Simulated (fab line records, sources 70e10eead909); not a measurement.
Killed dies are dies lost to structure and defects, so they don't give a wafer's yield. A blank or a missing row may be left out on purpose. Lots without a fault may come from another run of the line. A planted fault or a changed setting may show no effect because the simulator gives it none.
Chamber matching | flow nand_harc | NHARC_A_STAIRCASE_ETCH_169 on rie_diel-01: 4 sister chambers
The step etches the open film in CH3F/O2, target depth 50 nm, time 107.1 s. 8 wafers are shown with their chamber, then 8 later ones without.

WAFERS WITH THEIR CHAMBER
wafer  | chamber | drypump_motor_current_A (A) | showerhead_plenum_p_Torr (Torr)
L082.2 | 2       | 5.9                         | 2.42
L090.1 | 1       | 5.7                         | 2.52
L090.4 | 3       | 5.5                         | 2.32
L090.6 | 0       | 6.6                         | 2.39
L094.2 | 3       | 5.5                         | 2.31
L094.4 | 0       | 6.6                         | 2.39
L094.5 | 1       | 5.8                         | 2.52
L095.3 | 2       | 5.9                         | 2.41

WAFERS WITHOUT THEIR CHAMBER
wafer  | drypump_motor_current_A (A) | showerhead_plenum_p_Torr (Torr)
L095.4 | 6.6                         | 2.39
L095.5 | 6.6                         | 2.39
L096.1 | 5.7                         | 2.52
L096.2 | 6.6                         | 2.39
L096.6 | 5.9                         | 2.41
L097.3 | 5.5                         | 2.31
L097.4 | 6.5                         | 2.39
L097.6 | 5.9                         | 2.41

WHICH CHAMBER EACH WENT THROUGH
wafer  | from the rows above | in truth
L095.4 | 0                   | 0
L095.5 | 0                   | 0
L096.1 | 1                   | 1
L096.2 | 0                   | 0
L096.6 | 2                   | 2
L097.3 | 3                   | 3
L097.4 | 0                   | 0
L097.6 | 2                   | 2
Placed correctly: 8 of 8. Can't be placed from these rows: 0. Placed wrongly: 0.
How it was worked out, from the rows above alone: a wafer's distance from a chamber is the root of the sum, over the readings, of the square of ((its reading less the chamber's mean) divided by the reading's scatter). The wafer belongs to the nearest chamber; if the next one is less than 2 further off, it can't be placed. A chamber's mean is the mean of its shown wafers. The scatter: the root of (the sum of the squares of (reading less its chamber's mean) over the shown wafers, divided by (wafers less chambers)).
